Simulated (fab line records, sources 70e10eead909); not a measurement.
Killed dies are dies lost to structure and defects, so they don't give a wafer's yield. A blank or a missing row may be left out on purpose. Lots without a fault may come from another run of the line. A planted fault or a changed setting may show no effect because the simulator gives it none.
Chamber matching | flow nand_harc | NHARC_P_STI_CMP_21 on cmp-02: 4 sister chambers
The step polishes, t overpolish 20 s, target thk 380.67 nm. 4 wafers are shown with their chamber, then 10 later ones without.

WAFERS WITH THEIR CHAMBER
wafer  | chamber | motor_current_A (A)
L087.5 | 2       | 13.8
L088.5 | 1       | 11.8
L090.1 | 0       | 10.2
L090.3 | 3       | 11.3

WAFERS WITHOUT THEIR CHAMBER
wafer  | motor_current_A (A)
L090.6 | 12.0
L091.2 | 14.5
L091.3 | 9.9
L091.4 | 12.2
L094.2 | 12.2
L094.3 | 12.7
L094.4 | 9.8
L096.1 | 14.0
L096.3 | 11.6
L096.5 | 12.6

WHICH CHAMBER EACH WENT THROUGH
wafer  | from the rows above          | in truth
L090.6 | can't be placed: 1 or 3      | 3
L091.2 | 2                            | 2
L091.3 | 0                            | 0
L091.4 | can't be placed: 1 or 3      | 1
L094.2 | can't be placed: 1 or 3      | 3
L094.3 | can't be placed: 1 or 2 or 3 | 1
L094.4 | 0                            | 0
L096.1 | 2                            | 2
L096.3 | can't be placed: 1 or 3      | 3
L096.5 | can't be placed: 1 or 2 or 3 | 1
Placed correctly: 4 of 10. Can't be placed from these rows: 6 (the true chamber is among the candidates in 6). Placed wrongly: 0.
How it was worked out, from the rows above alone: a wafer's distance from a chamber is the root of the sum, over the readings, of the square of ((its reading less the chamber's mean) divided by the reading's scatter). The wafer belongs to the nearest chamber; if the next one is less than 2 further off, it can't be placed. A chamber's mean is the mean of its shown wafers. The scatter: with one shown wafer a chamber, the root of the mean of the squares of how far each hidden wafer lies from its nearest shown one.
